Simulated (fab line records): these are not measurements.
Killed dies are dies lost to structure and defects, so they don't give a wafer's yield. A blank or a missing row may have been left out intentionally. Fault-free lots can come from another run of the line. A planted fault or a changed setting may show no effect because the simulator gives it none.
Struck lot and sound lot, side by side | flow nand-harc | 14 out of 1159 route steps
Sound: wafers L468.2, L468.3, L468.4. Struck: wafer L475.2 (L475.1, L475.3, from the same lot, were not struck and are left out); the cause is given at the end.
Each step with rows lists, per side, the tool, then ch with its chambers, then its first start. Under that, the readings that differ: sound wafers | struck wafers | difference of the means | sigmas: that difference in standard deviations of wafers without a fault.
alike: readings with means less than 2 such deviations apart, plus words and numbers identical on both sides. not compared: withheld readings, readings lacking a value on some wafer, bounds such as >300 that could conceal the same value, and numbers that have no deviation in the record and whose values overlap.
The two part at a step that has a row with sigmas, a row that says differs or no value, or rows on one side only. Numbers that don't overlap but have no deviation are shown without sigmas and don't part them. A reading missing from all wafers of one side parts the sides only when that side holds two or more wafers.

first, 2 steps without rows for these wafers: NHARC_A_SOURCE_PLATE_SRD_01; NHARC_A_SOURCE_PLATE_OXIDE_02 (material SiO2, target thk 10 nm, ox time 1362 s).
NHARC_A_SOURCE_PLATE_THK_MEAS_09: measures by ellipsometry.
  struck on film-metro-01, day 9 01:22; sound on film-metro-01, day 7 11:52
  alike: thk-nm
then, 3 steps without rows for these wafers: NHARC_A_SOURCE_PLATE_PVD_04 (deposits WSi2, target thk 50 nm); NHARC_A_SOURCE_PLATE_CVD_03 (deposits poly-Si, target thk 200 nm, time 4000 s); NHARC_A_SOURCE_PLATE_ANNEAL_05 (time 1800 s).
NHARC_A_SOURCE_PLATE_THK_MEAS_06: measures by ellipsometry.
  struck on film-metro-01, day 9 14:59; sound on film-metro-02, day 8 08:38
  reading     | sound             | struck | difference | sigmas
  thk-nm (nm) | 204.4 204.2 202.0 | 199.4  | -4.1       | -2
NHARC_A_SOURCE_PLATE_INSPECT_08:
  struck on defect-inspect-02, day 9 15:05; sound on defect-inspect-01, day 8 08:43
  alike: raw-defect-count
following that, 1 step holds no rows for these wafers, namely NHARC_A_ONON_D1_DEP_00 (target thickness 1000 nm).
NHARC_A_ONON_D1_THK_MEAS_02: measures by ellipsometry.
  struck on film-metro-01, day 9 15:40; sound on film-metro-01, day 8 09:17
  alike: thk-nm
NHARC_A_ONON_D1_DEP_03: target thk 1000 nm.
  sound on pecvd-onon-04 ch 0, day 8 09:23; struck on pecvd-onon-04 ch 0, day 9 15:43
  alike: n2-flow-sccm
NHARC_A_ONON_D1_THK_MEAS_05: measures by ellipsometry.
  struck on film-metro-01, day 9 16:14; sound on film-metro-01, day 8 09:50
  reading     | sound       | struck | difference | sigmas
  thk-nm (nm) | 995 993 996 | 1495   | +500       | +78
following that, 1 step holds no rows for these wafers, namely NHARC_A_ONON_D1_DEP_06 (target thickness 1000 nm).
-- break in the record here, with 12 days between the starts of the struck wafers on either side (left off in module A_ONON_D1, picked up again in module END, where the first step shown is number 1159 on the route) --
NHARC_END_SORT_01:
  only the struck wafers appear in the record here, on prober-01 ch 0 at day 21 20:14; the sound ones have no rows

## WHERE THEY PART
Earliest at NHARC_A_SOURCE_PLATE_THK_MEAS_06; latest, in this record, at NHARC_END_SORT_01.

WHY: the cause the simulator had injected
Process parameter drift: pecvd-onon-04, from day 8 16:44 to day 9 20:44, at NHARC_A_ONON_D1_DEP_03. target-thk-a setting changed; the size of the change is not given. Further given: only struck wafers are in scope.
